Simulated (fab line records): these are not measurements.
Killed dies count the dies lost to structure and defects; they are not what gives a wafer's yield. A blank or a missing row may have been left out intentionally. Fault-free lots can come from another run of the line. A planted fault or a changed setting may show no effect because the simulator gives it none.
Matching of chambers | flow n5-finfet | pecvd-03 running N5_BEOL_M0_SAQP_ILD_DEP_01: 3 sister chambers
The step deposits SiOC from DEMS/O2, target thk 45.419 nm, time 8.7 s. 6 wafers are shown with their chamber, then 10 later ones without.

== WAFERS, EACH WITH ITS CHAMBER ==
wafer  | chamber | throttle-valve-pct (%) | heater-power-w (W)
L084.6 | 2       | 12.2                   | 389
L085.4 | 1       | 11.2                   | 423
L085.5 | 2       | 11.7                   | 393
L086.3 | 1       | 11.3                   | 475
L087.3 | 0       | 11.8                   | 497
L087.5 | 0       | 12.0                   | 496

== WAFERS MISSING THEIR CHAMBER ==
wafer  | throttle-valve-pct (%) | heater-power-w (W)
L087.6 | 11.4                   | 467
L089.1 | 11.9                   | 583
L089.3 | 11.9                   | 487
L089.6 | 12.1                   | 470
L093.1 | 12.0                   | 567
L093.3 | 11.6                   | 459
L093.6 | 12.2                   | 563
L096.1 | 10.8                   | 464
L096.3 | 12.2                   | 507
L096.4 | 11.4                   | 440

== THE CHAMBER EACH PASSED THROUGH ==
wafer  | from the rows above          | in truth
L087.6 | can't be placed: 1 or 0      | 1
L089.1 | 0                            | 0
L089.3 | 0                            | 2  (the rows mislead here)
L089.6 | 0                            | 0
L093.1 | 0                            | 0
L093.3 | can't be placed: 1 or 0 or 2 | 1
L093.6 | 0                            | 0
L096.1 | 1                            | 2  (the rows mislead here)
L096.3 | 0                            | 0
L096.4 | 1                            | 1
Correctly placed: 6 of 10. From these rows, 2 cannot be placed; in 2 the true chamber is one of the candidates. 2 placed wrongly.
How it was worked out, from the rows above alone: a wafer's distance from a chamber is the root of the sum, over the readings, of the square of ((its reading less the chamber's mean) divided by the reading's scatter). If the next closest chamber is less than 2 further off than the closest, the wafer can't be placed; otherwise it belongs to the closest. Each chamber's mean is taken over the wafers shown for it. The scatter: the root of (the sum of the squares of (reading less its chamber's mean) over the shown wafers, divided by (wafers less chambers)).
